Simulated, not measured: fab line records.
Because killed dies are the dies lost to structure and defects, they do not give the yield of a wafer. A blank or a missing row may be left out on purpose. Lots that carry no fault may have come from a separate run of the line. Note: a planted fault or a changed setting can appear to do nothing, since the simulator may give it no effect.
fab line records	flow n5_finfet
record: lots: 24	wafers: 72	last_day: 18
route steps=1938 shown BEOL_M1@819 BEOL_M2@843
lots that met no fault: taken from a fault-free run of the same line
start_h: hours from the record's first day to the start of the lot's first wafer shown	wait_h: how many hours have passed since the lot's step before this one	" unchanged from the row above	L1.1+2: a row that stands for several wafers	- no value, or no start given	* or withheld: withheld	< > ~ a bound
route shown NAME@n: names a module that has steps shown in the file, with the first one's number in the route	usual: mean/standard deviation of fault-free wafers	same: alike in all rows	chamber/n: place in a boat	sites: readings site by site	_std_site: the values' standard deviation	_edge_site: mean of outer sites minus mean of inner sites	radius_mm: how far each site lies from the wafer's centre	mask NAME#n: copy n	behind: the last tool/chamber to shape the wafer	hold: cause of the lot's hold/its duration in hours/its outcome	device: transistor that didn't switch, given as n, p or np	end of line: the same wafers' tests at the end of the route	a step without rows: its recipe alone	killed: at the first sort, the dies lost to defects and structure; wafer yield is something else	map: shows each die of a wafer: x if killed, . if not, _ if none is there
set.NAME: the run value of the setting; set.NAME@STEP: its run value at that earlier step	model.NAME: the simulator's own value behind a step, which no gauge read
route steps across a sampled set of lots; one table per step, one row per wafer
services: from which hour (start_h, from the record's first day; less than 0 if before it) a tool's chamber was out of use, for how many hours, and why
== steps ==
step: N5_BEOL_M1_ANNEAL_82
recipe: temp_c: 400	time_s: 240	ambient: vacuum
usual: heater_power_w: 820/97
lot.wafer	tool	chamber	start_h	wait_h	heater_power_w
L074.2	pvd_sputter-03	-	134.64	0.0	731
L074.3	"	-	"	"	789
L074.5	"	-	"	"	735
L075.1	pvd_sputter-03	-	138.30	0.0	702
L075.5	"	-	"	"	704
L075.6	"	-	"	"	776
L076.1	pvd_sputter-02	-	138.53	0.0	1044
L076.3	"	-	"	"	770
L076.5	"	-	"	"	1035
L077.2	pvd_sputter-01	-	140.33	0.0	734
L077.5	"	-	"	"	863
L077.6	"	-	"	"	880
L078.3	pvd_sputter-01	-	153.24	0.0	888
L078.5	"	-	"	"	718
L078.6	"	-	"	"	863
L079.2	pvd_sputter-03	-	153.59	0.0	788
L079.5	"	-	"	"	775
L079.6	"	-	"	"	712
L081.1	pvd_sputter-02	-	177.04	0.0	863
L081.4	"	-	"	"	828
L081.6	"	-	"	"	1041
L080.2	pvd_sputter-01	-	177.14	0.0	882
L080.3	"	-	"	"	725
L080.6	"	-	"	"	730
L082.1	pvd_sputter-02	-	178.92	0.0	1063
L082.2	"	-	"	"	880
L082.5	"	-	"	"	824
L083.2	pvd_sputter-01	-	188.44	0.0	727
L083.5	"	-	"	"	880
L083.6	"	-	"	"	884
L084.1	pvd_sputter-01	-	192.73	0.0	877
L084.5	"	-	"	"	712
L084.6	"	-	"	"	877
L085.2	pvd_sputter-01	-	198.18	0.0	714
L085.3	"	-	"	"	877
L085.5	"	-	"	"	897
L086.1	pvd_sputter-02	-	210.78	0.0	842
L086.5	"	-	"	"	843
L086.6	"	-	"	"	1011
L087.2	pvd_sputter-03	-	216.04	0.0	760
L087.3	"	-	"	"	713
L087.5	"	-	"	"	793
L089.1	pvd_sputter-02	-	221.42	0.0	756
L089.2	"	-	"	"	815
L089.5	"	-	"	"	820
L088.1	pvd_sputter-03	-	221.55	0.0	789
L088.3	"	-	"	"	817
L088.5	"	-	"	"	771
L090.1	pvd_sputter-02	-	237.40	0.0	760
L090.3	"	-	"	"	892
L090.4	"	-	"	"	835
L091.1	pvd_sputter-01	-	240.76	0.0	890
L091.2	"	-	"	"	720
L091.5	"	-	"	"	725
L092.1	pvd_sputter-02	-	242.54	0.0	1041
L092.2	"	-	"	"	842
L092.3	"	-	"	"	757
L095.2	pvd_sputter-02	-	252.77	0.0	744
L095.3	"	-	"	"	894
L095.4	"	-	"	"	1022
L093.1	pvd_sputter-01	-	255.00	0.0	884
L093.4	"	-	"	"	705
L093.5	"	-	"	"	899
L094.2	pvd_sputter-03	-	258.67	0.0	730
L094.4	"	-	"	"	701
L094.5	"	-	"	"	741
L096.2	pvd_sputter-02	-	270.49	0.0	1044
L096.3	"	-	"	"	870
L096.6	"	-	"	"	747
L097.1	pvd_sputter-01	-	274.20	0.0	879
L097.5	"	-	"	"	702
L097.6	"	-	"	"	892
step: N5_BEOL_M1_DEP_57
recipe: material: SiCN	target_thk_a: 80	temp_c: withheld	precursor: 3MS/NH3	pressure_torr: 3	rf_w: 202	time_s: 14
usual: showerhead_plenum_p_Torr: 3.672/0.013	throttle_valve_pct: 9.1/0.54
lot.wafer	tool	chamber	start_h	wait_h	showerhead_plenum_p_Torr	throttle_valve_pct
L074.2	pecvd-03	2	137.00	0.0	3.655	8.6
L074.3	"	1	"	"	3.690	9.6
L074.5	"	1	"	"	3.692	9.7
L075.1	pecvd-03	2	140.56	0.0	3.667	8.5
L075.5	"	1	"	"	3.699	9.7
L075.6	"	0	"	"	3.674	9.1
L076.1	pecvd-03	2	140.87	0.0	3.662	8.7
L076.3	"	1	"	"	3.691	9.7
L076.5	"	2	"	"	3.665	8.7
L077.2	pecvd-02	2	142.55	0.0	3.682	9.1
L077.5	"	0	"	"	3.649	9.8
L077.6	"	1	"	"	3.674	9.2
L078.3	pecvd-01	0	155.47	0.0	3.683	9.3
L078.5	"	1	"	"	3.657	8.7
L078.6	"	2	"	"	3.668	9.0
L079.2	pecvd-01	2	155.81	0.0	3.669	8.9
L079.5	"	2	"	"	3.682	9.0
L079.6	"	0	"	"	3.688	9.5
L081.1	pecvd-02	0	179.27	0.0	3.660	9.8
L081.4	"	2	"	"	3.679	9.1
L081.6	"	0	"	"	3.645	10.0
L080.2	pecvd-03	0	179.37	0.0	3.668	8.7
L080.3	"	1	"	"	3.693	9.8
L080.6	"	2	"	"	3.670	8.8
L082.1	pecvd-03	2	181.14	0.0	3.661	8.5
L082.2	"	1	"	"	3.695	9.8
L082.5	"	1	"	"	3.684	9.8
L083.2	pecvd-03	0	190.76	0.0	3.683	8.6
L083.5	"	1	"	"	3.684	9.5
L083.6	"	2	"	"	3.653	8.6
L084.1	pecvd-03	1	195.00	0.0	3.695	9.9
L084.5	"	0	"	"	3.684	8.6
L084.6	"	1	"	"	3.695	10.0
L085.2	pecvd-01	0	200.40	0.0	3.674	9.5
L085.3	"	2	"	"	3.672	9.0
L085.5	"	2	"	"	3.676	9.1
L086.1	pecvd-01	0	213.01	0.0	3.689	9.4
L086.5	"	1	"	"	3.657	8.7
L086.6	"	0	"	"	3.674	9.7
L087.2	pecvd-02	1	220.69	0.0	3.679	9.4
L087.3	"	0	"	"	3.650	9.7
L087.5	"	1	"	"	3.677	9.0
L089.1	pecvd-02	0	223.68	0.0	3.658	10.0
L089.2	"	2	"	"	3.677	9.1
L089.5	"	1	"	"	3.688	9.1
L088.1	pecvd-01	0	223.82	0.0	3.689	9.7
L088.3	"	0	"	"	3.685	9.7
L088.5	"	1	"	"	3.656	8.4
L090.1	pecvd-03	0	239.64	0.0	3.680	8.7
L090.3	"	2	"	"	3.668	8.6
L090.4	"	2	"	"	3.666	9.1
L091.1	pecvd-01	0	243.21	0.0	3.677	9.5
L091.2	"	1	"	"	3.650	8.7
L091.5	"	1	"	"	3.648	8.7
L092.1	pecvd-01	1	244.76	0.0	3.662	8.7
L092.2	"	0	"	"	3.690	9.6
L092.3	"	2	"	"	3.662	7.9
L095.2	pecvd-02	1	254.99	0.0	3.686	8.9
L095.3	"	2	"	"	3.680	9.4
L095.4	"	2	"	"	3.662	9.4
L094.2	pecvd-01	1	260.89	0.0	3.657	8.4
L094.4	"	2	"	"	3.672	8.0
L094.5	"	1	"	"	3.655	8.6
L093.1	pecvd-02	1	267.36	0.0	3.684	9.4
L093.4	"	2	"	"	3.684	9.4
L093.5	"	1	"	"	3.672	9.2
L096.2	pecvd-03	1	272.72	0.0	3.687	9.6
L096.3	"	1	"	"	3.696	10.1
L096.6	"	1	"	"	3.691	9.9
L097.1	pecvd-02	2	276.61	0.0	3.678	9.3
L097.5	"	1	"	"	3.681	9.1
L097.6	"	2	"	"	3.684	9.0
step: N5_BEOL_M1_RS_MEAS_58
recipe: thk_meas_gauge: four-point-probe	reads: Co_of_BEOL_M1_CO_CAP_55+Cu_of_BEOL_M1_ECD_50+Co_of_BEOL_M1_CVD_47+TaN_of_BEOL_M1_ALD_84
usual: M1_RS: 0.68/0.038
lot.wafer	tool	chamber	start_h	wait_h	M1_RS[ohm/sq]
L074.2	film_metro-01	-	137.06	0.1	0.74
L074.3	"	-	"	"	0.74
L074.5	"	-	"	"	0.67
L075.1	film_metro-02	-	140.63	0.0	0.63
L075.5	"	-	"	"	0.63
L075.6	"	-	"	"	0.64
L076.1	film_metro-02	-	140.94	0.0	0.73
L076.3	"	-	"	"	0.67
L076.5	"	-	"	"	0.70
L077.2	film_metro-02	-	142.62	0.1	0.74
L077.5	"	-	"	"	0.66
L077.6	"	-	"	"	0.68
L078.3	film_metro-01	-	155.54	0.1	0.68
L078.5	"	-	"	"	0.67
L078.6	"	-	"	"	0.67
L079.2	film_metro-02	-	155.88	0.1	0.71
L079.5	"	-	"	"	0.68
L079.6	"	-	"	"	0.70
L081.1	film_metro-01	-	179.35	0.1	0.74
L081.4	"	-	"	"	0.70
L081.6	"	-	"	"	0.72
L080.2	film_metro-01	-	179.44	0.1	0.72
L080.3	"	-	"	"	0.75
L080.6	"	-	"	"	0.67
L082.1	film_metro-02	-	181.20	0.0	0.71
L082.2	"	-	"	"	0.64
L082.5	"	-	"	"	0.66
L083.2	film_metro-02	-	190.83	0.1	0.73
L083.5	"	-	"	"	0.67
L083.6	"	-	"	"	0.70
L084.1	film_metro-01	-	195.07	0.0	0.76
L084.5	"	-	"	"	0.64
L084.6	"	-	"	"	0.67
L085.2	film_metro-01	-	200.47	0.1	0.69
L085.3	"	-	"	"	0.73
L085.5	"	-	"	"	0.65
L086.1	film_metro-01	-	213.10	0.1	0.72
L086.5	"	-	"	"	0.67
L086.6	"	-	"	"	0.65
L087.2	film_metro-02	-	220.76	0.1	0.66
L087.3	"	-	"	"	0.67
L087.5	"	-	"	"	0.61
L089.1	film_metro-02	-	223.74	0.0	0.68
L089.2	"	-	"	"	0.61
L089.5	"	-	"	"	0.61
L088.1	film_metro-02	-	223.92	0.1	0.68
L088.3	"	-	"	"	0.66
L088.5	"	-	"	"	0.66
L090.1	film_metro-02	-	239.70	0.0	0.70
L090.3	"	-	"	"	0.63
L090.4	"	-	"	"	0.70
L091.1	film_metro-01	-	243.27	0.0	0.69
L091.2	"	-	"	"	0.65
L091.5	"	-	"	"	0.65
L092.1	film_metro-01	-	244.83	0.0	0.73
L092.2	"	-	"	"	0.69
L092.3	"	-	"	"	0.67
L095.2	film_metro-01	-	255.06	0.1	0.76
L095.3	"	-	"	"	0.75
L095.4	"	-	"	"	0.70
L094.2	film_metro-01	-	260.96	0.1	0.71
L094.4	"	-	"	"	0.63
L094.5	"	-	"	"	0.60
L093.1	film_metro-01	-	267.43	0.0	0.71
L093.4	"	-	"	"	0.69
L093.5	"	-	"	"	0.73
L096.2	film_metro-02	-	272.80	0.1	0.70
L096.3	"	-	"	"	0.68
L096.6	"	-	"	"	0.61
L097.1	film_metro-02	-	276.68	0.0	0.70
L097.5	"	-	"	"	0.65
L097.6	"	-	"	"	0.69
step: N5_BEOL_M2_PECVD_72
recipe: material: SiO2	target_thk_a: 160	temp_c: 400	precursor: TEOS/O2	pressure_torr: 5.5	rf_w: 450	teos_flow_sccm: 53.8	gas: O2	flow_sccm: 3000	time_s: 18
usual: heater_power_outer_w: 412/51	heater_power_w: 730/62	showerhead_plenum_p_Torr: 8.79/0.063	throttle_valve_pct: 23.1/1.9
lot.wafer	tool	chamber	start_h	wait_h	heater_power_outer_w	heater_power_w	showerhead_plenum_p_Torr	throttle_valve_pct
L074.2	pecvd-04	1	137.23	0.0	408	732	8.78	22.7
L074.3	"	0	"	"	432	762	8.79	27.1
L074.5	"	0	"	"	442	749	8.78	27.0
L075.1	pecvd-02	2	140.80	0.0	408	717	8.83	22.9
L075.5	"	0	"	"	400	750	8.72	24.7
L075.6	"	1	"	"	511	808	8.85	22.8
L076.1	pecvd-04	2	141.11	0.0	476	812	8.70	20.6
L076.3	"	0	"	"	371	648	8.77	27.3
L076.5	"	1	"	"	395	712	8.78	22.8
L077.2	pecvd-03	0	142.79	0.0	417	769	8.80	21.8
L077.5	"	2	"	"	495	812	8.79	21.2
L077.6	"	0	"	"	420	751	8.84	21.9
L078.3	pecvd-03	2	155.70	0.0	476	822	8.78	21.6
L078.5	"	1	"	"	324	586	8.90	24.0
L078.6	"	2	"	"	480	829	8.76	21.5
L079.2	pecvd-03	2	156.05	0.0	453	768	8.77	21.5
L079.5	"	1	"	"	385	676	8.90	23.8
L079.6	"	0	"	"	337	665	8.83	21.7
L081.1	pecvd-04	0	179.52	0.0	384	678	8.77	27.1
L081.4	"	0	"	"	381	686	8.78	27.6
L081.6	"	2	"	"	464	790	8.68	20.8
L080.2	pecvd-02	0	179.62	0.0	396	721	8.75	24.7
L080.3	"	2	"	"	365	652	8.83	23.0
L080.6	"	0	"	"	393	722	8.73	24.7
L082.1	pecvd-02	0	181.37	0.0	397	721	8.71	24.4
L082.2	"	2	"	"	357	628	8.84	22.8
L082.5	"	2	"	"	360	644	8.83	22.8
L083.2	pecvd-02	1	191.01	0.0	531	834	8.82	22.5
L083.5	"	1	"	"	529	833	8.87	22.5
L083.6	"	2	"	"	441	757	8.83	23.0
L084.1	pecvd-02	0	195.24	0.0	360	688	8.73	24.5
L084.5	"	0	"	"	352	686	8.73	24.4
L084.6	"	1	"	"	480	770	8.85	22.4
L085.2	pecvd-04	1	200.63	0.0	420	759	8.81	22.2
L085.3	"	1	"	"	414	736	8.81	22.9
L085.5	"	1	"	"	416	772	8.79	22.6
L086.1	pecvd-04	1	213.27	0.0	408	754	8.79	23.0
L086.5	"	0	"	"	429	716	8.78	27.6
L086.6	"	1	"	"	415	729	8.79	23.0
L087.2	pecvd-03	0	220.92	0.0	399	734	8.81	21.9
L087.3	"	2	"	"	422	760	8.77	21.4
L087.5	"	0	"	"	394	732	8.84	21.9
L089.1	pecvd-02	0	223.91	0.0	443	811	8.75	25.0
L089.2	"	2	"	"	440	763	8.86	23.0
L089.5	"	0	"	"	443	805	8.75	24.5
L088.1	pecvd-02	2	224.09	0.0	386	715	8.85	22.9
L088.3	"	0	"	"	438	777	8.72	24.7
L088.5	"	1	"	"	539	829	8.88	22.4
L090.1	pecvd-03	2	239.87	0.0	430	755	8.77	21.9
L090.3	"	0	"	"	379	691	8.84	22.0
L090.4	"	2	"	"	433	745	8.75	21.7
L091.1	pecvd-03	2	243.44	0.0	462	788	8.76	21.7
L091.2	"	0	"	"	421	755	8.79	22.0
L091.5	"	1	"	"	302	576	8.91	24.1
L092.1	pecvd-03	0	245.00	0.0	387	702	8.83	21.8
L092.2	"	1	"	"	319	597	8.89	23.9
L092.3	"	2	"	"	472	803	8.79	21.4
L095.2	pecvd-03	0	255.23	0.0	376	727	8.85	21.8
L095.3	"	2	"	"	441	795	8.77	21.7
L095.4	"	1	"	"	315	596	8.90	23.9
L094.2	pecvd-04	0	261.14	0.0	441	753	8.78	27.9
L094.4	"	1	"	"	334	642	8.78	22.7
L094.5	"	0	"	"	441	754	8.77	28.1
L093.1	pecvd-04	2	267.60	0.0	407	729	8.68	20.8
L093.4	"	0	"	"	390	679	8.78	27.8
L093.5	"	2	"	"	416	722	8.70	20.9
L096.2	pecvd-04	0	273.01	0.1	443	766	8.80	27.9
L096.3	"	1	"	"	350	679	8.76	22.5
L096.6	"	1	"	"	354	655	8.80	22.7
L097.1	pecvd-02	0	276.85	0.0	359	691	8.74	24.8
L097.5	"	0	"	"	358	708	8.72	24.7
L097.6	"	2	"	"	457	761	8.85	22.6
step: N5_BEOL_M2_ETCH_74
recipe: chemistry: N2/H2	target: underlayer	target_depth_a: 65	mask_material: CAR-EUV	time_s: 5.2	ion_energy_ev: 200	pressure_mtorr: 30	source_w: 840	bias_w: 150	n2_flow_sccm: 200	h2_flow_sccm: 200	ends: cleared
usual: drypump_motor_current_A: 5.6/0.51	etch_rf_on_time_s: 5.18/0.14	oes_product_au: 0.72/0.083	rf_vpp_V: 523/3	showerhead_plenum_p_Torr: 2.53/0.087	throttle_valve_pct: 17.75/0.2
lot.wafer	tool	chamber	start_h	wait_h	drypump_motor_current_A	etch_rf_on_time_s	oes_product_au	rf_hours_counter_h	rf_vpp_V	showerhead_plenum_p_Torr	throttle_valve_pct
L074.2	rie_diel-06	1	138.37	0.0	4.9	5.24	0.69	108	524	2.56	17.58
L074.3	"	3	"	"	5.3	5.01	0.85	1	524	2.50	17.41
L074.5	"	1	"	"	4.9	5.20	0.69	-	523	2.56	17.55
L075.1	rie_diel-01	0	144.29	0.0	6.0	5.44	0.65	109	524	2.55	17.77
L075.5	"	0	"	"	6.0	5.47	0.66	-	524	2.55	17.75
L075.6	"	2	"	"	5.2	5.10	0.60	-	523	2.50	17.87
L076.1	rie_diel-01	2	144.59	0.0	5.2	5.06	0.59	243	522	2.50	17.89
L076.3	"	3	"	"	6.1	5.03	0.84	2	525	2.50	17.74
L076.5	"	3	"	"	6.0	5.03	0.84	-	522	2.50	17.75
L077.2	rie_diel-01	3	144.95	0.0	6.1	5.07	0.83	2	521	2.50	17.72
L077.5	"	2	"	"	5.1	5.09	0.59	-	523	2.50	17.88
L077.6	"	0	"	"	6.0	5.37	0.67	-	524	2.55	17.74
L078.3	rie_diel-06	1	157.09	0.0	4.9	5.17	0.68	117	525	2.55	17.57
L078.5	"	3	"	"	5.3	5.02	0.81	-	522	2.50	17.45
L078.6	"	1	"	"	4.9	5.17	0.70	-	525	2.55	17.57
L079.2	rie_diel-02	1	157.38	0.0	5.4	5.43	0.57	229	518	2.39	17.82
L079.5	"	1	"	"	5.4	5.48	0.56	-	521	2.39	17.84
L079.6	"	0	"	"	5.6	5.17	0.63	-	518	2.43	18.02
L081.1	rie_diel-02	1	181.14	0.0	5.4	5.38	0.56	238	520	2.39	17.88
L081.4	"	0	"	"	5.6	5.25	0.62	187	523	2.42	18.04
L081.6	"	2	"	"	5.4	5.32	0.82	-	531	2.72	17.73
L080.2	rie_diel-06	0	181.39	0.0	5.5	5.17	0.84	5	530	2.72	17.76
L080.3	"	2	"	"	5.5	5.17	0.73	61	526	2.58	18.03
L080.6	"	3	"	"	5.3	5.02	0.79	-	521	2.49	17.44
L082.1	rie_diel-06	3	182.06	0.0	5.3	5.02	0.81	17	523	2.49	17.44
L082.2	"	1	"	"	4.9	5.23	0.68	124	527	2.55	17.59
L082.5	"	0	"	"	5.5	5.13	0.82	-	530	2.72	17.77
L083.2	rie_diel-06	3	192.41	0.0	5.3	4.97	0.78	21	523	2.49	17.45
L083.5	"	3	"	"	5.2	5.02	0.79	-	523	2.49	17.48
L083.6	"	0	"	"	5.5	5.15	0.81	-	528	2.72	17.76
L084.1	rie_diel-06	2	197.07	0.0	5.5	5.17	0.72	66	524	2.58	18.03
L084.5	"	2	"	"	5.5	5.24	0.72	-	525	2.58	18.06
L084.6	"	1	"	"	4.9	5.19	0.69	-	525	2.55	17.61
L085.2	rie_diel-01	3	201.46	0.0	6.1	5.04	0.77	24	524	2.49	17.76
L085.3	"	2	"	"	5.2	5.11	0.83	7	520	2.49	17.37
L085.5	"	0	"	"	6.0	5.42	0.65	-	521	2.54	17.80
L086.1	rie_diel-06	3	214.40	0.0	5.3	5.06	0.76	28	524	2.49	17.45
L086.5	"	3	"	"	5.3	5.04	0.78	-	521	2.49	17.48
L086.6	"	1	"	"	4.9	5.26	0.66	-	525	2.55	17.63
L087.2	rie_diel-01	2	223.71	0.0	5.2	5.13	0.82	15	522	2.49	17.40
L087.3	"	0	"	"	6.0	5.45	0.64	138	523	2.54	17.81
L087.5	"	1	"	"	6.7	5.15	0.77	-	522	2.49	17.86
L089.1	rie_diel-06	0	224.98	0.0	5.5	5.11	0.78	21	531	2.71	17.79
L089.2	"	3	"	"	5.3	4.98	0.77	32	522	2.49	17.48
L089.5	"	0	"	"	5.5	5.10	0.80	-	529	2.71	17.78
L088.1	rie_diel-01	3	225.07	0.0	6.1	5.11	0.75	32	522	2.49	17.80
L088.3	"	1	"	"	6.7	5.11	0.78	22	522	2.49	17.87
L088.5	"	0	"	"	6.0	5.46	0.64	-	526	2.54	17.81
L090.1	rie_diel-06	2	240.57	0.0	5.5	5.21	0.71	77	525	2.58	18.08
L090.3	"	3	"	"	5.3	5.05	0.77	37	520	2.49	17.51
L090.4	"	1	"	"	4.9	5.23	0.67	142	521	2.54	17.63
L091.1	rie_diel-01	3	244.66	0.0	6.0	5.01	0.74	37	524	2.49	17.77
L091.2	"	1	"	"	6.7	5.10	0.77	28	523	2.48	17.88
L091.5	"	2	"	"	5.1	5.01	0.81	-	522	2.49	17.37
L092.1	rie_diel-02	2	247.61	0.0	5.4	5.27	0.76	33	525	2.71	17.74
L092.2	"	0	"	"	5.6	5.23	0.59	212	523	2.41	18.09
L092.3	"	3	"	"	6.6	5.19	0.57	235	520	2.43	17.90
L095.2	rie_diel-02	1	257.75	0.0	5.4	5.42	0.82	3	529	2.70	17.49
L095.3	"	2	"	"	5.4	5.21	0.76	37	527	2.71	17.80
L095.4	"	3	"	"	6.5	5.15	0.57	239	518	2.42	17.91
L094.2	rie_diel-06	3	261.89	0.0	5.3	5.01	0.76	45	522	2.48	17.51
L094.4	"	2	"	"	5.5	5.26	0.70	84	524	2.57	18.07
L094.5	"	0	"	"	5.5	5.13	0.79	-	530	2.71	17.83
L093.1	rie_diel-01	3	269.52	0.0	6.1	5.00	0.74	45	523	2.48	17.80
L093.4	"	0	"	"	6.0	5.42	0.63	153	524	2.53	17.82
L093.5	"	0	"	"	6.0	5.41	0.63	-	524	2.53	17.84
L096.2	rie_diel-01	0	274.06	0.0	6.0	5.44	0.63	154	527	2.53	17.83
L096.3	"	3	"	"	6.1	5.02	0.74	46	524	2.48	17.80
L096.6	"	1	"	"	6.7	5.15	0.74	-	520	2.48	17.94
L097.1	rie_diel-01	1	278.47	0.0	6.7	5.16	0.73	41	520	2.48	17.89
L097.5	"	2	"	"	5.2	5.13	0.78	-	524	2.48	17.42
L097.6	"	3	"	"	6.1	5.12	0.74	-	522	2.48	17.78
step: N5_BEOL_M2_STRIP_66
recipe: chemistry: CF4	resist: SiARC	power_w: 300	bias_power_w: 75	pressure_mtorr: 50	cf4_flow_sccm: 150	rf_frequency_hz: 6e+07
usual: drypump_motor_current_A: 5.6/0.51	oes_product_au: 0.83/0.087	rf_vpp_V: 271.1/1.4	showerhead_plenum_p_Torr: 1.79/0.053	throttle_valve_pct: 13.46/0.22
lot.wafer	tool	chamber	start_h	wait_h	drypump_motor_current_A	oes_product_au	rf_hours_counter_h	rf_vpp_V	showerhead_plenum_p_Torr	throttle_valve_pct
L074.2	rie_diel-06	1	138.55	0.0	4.9	0.81	108	271.9	1.81	13.34
L074.3	"	3	"	"	5.3	0.96	2	269.6	1.77	13.09
L074.5	"	1	"	"	4.9	0.80	-	271.7	1.81	13.36
L075.1	rie_diel-01	0	144.47	0.0	6.0	0.79	109	270.5	1.80	13.53
L075.5	"	0	"	"	6.0	0.79	-	273.1	1.80	13.51
L075.6	"	2	"	"	5.2	0.69	-	271.4	1.77	13.63
L076.1	rie_diel-01	2	144.77	0.0	5.1	0.68	243	271.0	1.77	13.64
L076.3	"	3	"	"	6.1	0.95	2	271.3	1.78	13.46
L076.5	"	3	"	"	6.1	0.95	-	271.8	1.78	13.50
L077.2	rie_diel-01	3	145.12	0.0	6.1	0.95	2	271.0	1.78	13.50
L077.5	"	2	"	"	5.1	0.67	-	270.7	1.77	13.62
L077.6	"	0	"	"	6.0	0.79	-	271.8	1.80	13.50
L078.3	rie_diel-06	1	157.27	0.0	4.9	0.80	117	270.6	1.81	13.39
L078.5	"	3	"	"	5.3	0.93	-	269.3	1.77	13.11
L078.6	"	1	"	"	4.9	0.79	-	272.0	1.81	13.36
L079.2	rie_diel-02	1	157.65	0.0	5.4	0.68	229	270.9	1.71	13.77
L079.5	"	1	"	"	5.3	0.68	-	270.4	1.71	13.75
L079.6	"	0	"	"	5.6	0.72	-	270.8	1.72	13.71
L081.1	rie_diel-02	1	181.32	0.0	5.4	0.67	238	268.6	1.71	13.76
L081.4	"	0	"	"	5.6	0.72	187	267.5	1.72	13.74
L081.6	"	2	"	"	5.4	0.95	-	273.6	1.90	13.33
L080.2	rie_diel-06	0	181.57	0.0	5.5	0.96	5	272.7	1.90	13.28
L080.3	"	2	"	"	5.5	0.84	61	271.9	1.82	13.77
L080.6	"	3	"	"	5.3	0.91	-	270.6	1.77	13.12
L082.1	rie_diel-06	3	182.24	0.0	5.3	0.90	17	269.3	1.76	13.14
L082.2	"	1	"	"	4.9	0.80	124	271.6	1.81	13.38
L082.5	"	0	"	"	5.5	0.96	-	273.7	1.90	13.27
L083.2	rie_diel-06	3	192.59	0.0	5.3	0.89	21	271.6	1.76	13.13
L083.5	"	3	"	"	5.3	0.88	-	271.6	1.76	13.14
L083.6	"	0	"	"	5.5	0.94	-	274.4	1.90	13.29
L084.1	rie_diel-06	2	197.25	0.0	5.5	0.83	66	271.3	1.81	13.77
L084.5	"	2	"	"	5.5	0.83	-	272.7	1.81	13.76
L084.6	"	1	"	"	4.9	0.79	-	272.3	1.81	13.40
L085.2	rie_diel-01	3	201.64	0.0	6.0	0.89	24	270.4	1.77	13.54
L085.3	"	2	"	"	5.1	0.95	7	270.2	1.77	13.07
L085.5	"	0	"	"	6.0	0.77	-	270.0	1.80	13.57
L086.1	rie_diel-06	3	214.58	0.0	5.3	0.88	28	268.7	1.76	13.16
L086.5	"	3	"	"	5.3	0.88	-	269.0	1.76	13.15
L086.6	"	1	"	"	4.9	0.78	-	270.0	1.80	13.39
L087.2	rie_diel-01	2	223.89	0.0	5.1	0.93	15	270.4	1.76	13.07
L087.3	"	0	"	"	6.0	0.76	138	270.0	1.79	13.58
L087.5	"	1	"	"	6.7	0.90	-	270.9	1.76	13.53
L089.1	rie_diel-06	0	225.16	0.0	5.5	0.90	21	273.4	1.89	13.30
L089.2	"	3	"	"	5.3	0.87	32	270.9	1.76	13.16
L089.5	"	0	"	"	5.5	0.92	-	273.6	1.89	13.30
L088.1	rie_diel-01	3	225.25	0.0	6.1	0.87	32	270.5	1.77	13.55
L088.3	"	1	"	"	6.8	0.91	22	271.4	1.76	13.54
L088.5	"	0	"	"	6.0	0.76	-	270.7	1.79	13.60
L090.1	rie_diel-06	2	240.75	0.0	5.5	0.82	77	272.4	1.81	13.80
L090.3	"	3	"	"	5.3	0.86	37	270.8	1.76	13.16
L090.4	"	1	"	"	4.9	0.78	143	271.1	1.80	13.42
L091.1	rie_diel-01	3	244.83	0.0	6.1	0.85	37	269.4	1.77	13.57
L091.2	"	1	"	"	6.7	0.88	28	269.5	1.76	13.54
L091.5	"	2	"	"	5.1	0.90	-	269.1	1.76	13.10
L092.1	rie_diel-02	2	247.79	0.0	5.4	0.90	34	274.5	1.89	13.39
L092.2	"	0	"	"	5.6	0.70	212	269.3	1.71	13.77
L092.3	"	3	"	"	6.5	0.67	235	270.8	1.71	13.58
L095.2	rie_diel-02	1	257.93	0.0	5.3	0.96	3	273.9	1.91	13.25
L095.3	"	2	"	"	5.4	0.89	37	273.2	1.89	13.41
L095.4	"	3	"	"	6.5	0.67	240	269.4	1.71	13.59
L094.2	rie_diel-06	3	262.07	0.0	5.3	0.85	45	270.5	1.76	13.18
L094.4	"	2	"	"	5.5	0.81	85	272.3	1.81	13.82
L094.5	"	0	"	"	5.5	0.89	-	273.9	1.89	13.34
L093.1	rie_diel-01	3	269.69	0.0	6.0	0.85	45	270.1	1.76	13.60
L093.4	"	0	"	"	6.0	0.75	153	271.9	1.79	13.61
L093.5	"	0	"	"	6.0	0.75	-	271.6	1.79	13.61
L096.2	rie_diel-01	0	274.23	0.0	6.0	0.75	154	271.1	1.79	13.63
L096.3	"	3	"	"	6.0	0.85	46	271.5	1.77	13.58
L096.6	"	1	"	"	6.7	0.86	-	269.8	1.76	13.57
L097.1	rie_diel-01	1	278.65	0.0	6.7	0.86	41	269.7	1.76	13.59
L097.5	"	2	"	"	5.1	0.88	-	270.1	1.76	13.13
L097.6	"	3	"	"	6.1	0.85	-	271.3	1.76	13.58
== services ==
tool	chamber	start_h	hours	kind
rie_diel-06	3	116.09	-	clean
rie_diel-06	3	116.09	-	consumable_replace:focus_ring
rie_diel-06	3	116.09	18.1	scheduled_down
rie_diel-06	3	116.09	18.1	vent_cycle
pecvd-04	-	116.67	4.2	repair
rie_diel-01	3	118.77	-	clean
rie_diel-01	3	118.77	-	consumable_replace:focus_ring
rie_diel-02	3	126.12	3.5	repair
rie_diel-02	3	143.67	19.0	repair
pecvd-01	-	145.77	0.4	repair
pvd_sputter-02	-	157.68	14.3	repair
pecvd-01	-	167.41	28.1	pm
pecvd-04	0	185.10	15.7	repair
pecvd-02	-	193.63	1.1	repair
pecvd-03	-	200.41	0.4	repair
pvd_sputter-02	-	207.32	1.6	repair
rie_diel-02	1	209.60	1.2	repair
rie_diel-06	2	212.80	6.6	repair
pecvd-03	0	214.70	6.0	repair
pecvd-02	2	227.03	2.5	repair
pecvd-04	-	229.60	7.4	repair
rie_diel-01	0	231.78	6.0	repair
rie_diel-02	0	262.90	4.5	repair
pecvd-01	0	272.18	70.1	repair
== key ==
fault none
